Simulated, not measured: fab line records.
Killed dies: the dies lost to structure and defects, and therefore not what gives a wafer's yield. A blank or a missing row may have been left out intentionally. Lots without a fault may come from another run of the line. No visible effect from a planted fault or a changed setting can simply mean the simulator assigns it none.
Matching of chambers + flow n5-finfet + rie-diel-04 running N5_BEOL_M4_ETCHBACK_99: 4 sister chambers
The step etches SiO2 in CHF3, target depth 5 nm, time 10.4 s. 4 wafers are shown with their chamber, then 8 later ones without.

WAFERS, EACH WITH ITS CHAMBER
| wafer  | chamber | throttle-valve-pct (%) |
|--------|---------|------------------------|
| L077.2 | 1       | 16.67                  |
| L082.4 | 3       | 16.70                  |
| L082.6 | 2       | 17.23                  |
| L083.1 | 0       | 16.98                  |

WAFERS MISSING THEIR CHAMBER
| wafer  | throttle-valve-pct (%) |
|--------|------------------------|
| L083.4 | 16.69                  |
| L083.5 | 16.69                  |
| L084.1 | 16.71                  |
| L084.2 | 16.99                  |
| L084.6 | 16.71                  |
| L091.1 | 16.72                  |
| L091.2 | 16.73                  |
| L091.3 | 17.02                  |

WHICH CHAMBER EACH WENT THROUGH
| wafer  | from the rows above     | in truth |
|--------|-------------------------|----------|
| L083.4 | can't be placed: 3 or 1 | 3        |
| L083.5 | can't be placed: 3 or 1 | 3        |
| L084.1 | can't be placed: 3 or 1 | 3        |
| L084.2 | 0                       | 0        |
| L084.6 | can't be placed: 3 or 1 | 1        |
| L091.1 | can't be placed: 3 or 1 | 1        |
| L091.2 | can't be placed: 3 or 1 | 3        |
| L091.3 | 0                       | 0        |
Placed correctly: 2 of 8. Can't be placed from these rows: 6 (the true chamber is among the candidates in 6). 0 placed wrongly.
How it was worked out, from the rows above alone: a wafer's distance from a chamber is the root of the sum, over the readings, of the square of ((its reading less the chamber's mean) divided by the reading's scatter). The wafer belongs to the nearest chamber; if the next one is less than 2 further off, it can't be placed. The mean given for a chamber averages the wafers shown for that chamber. The scatter (one wafer shown for each chamber): square how far every hidden wafer sits from the nearest shown wafer, average those squares and take the square root.
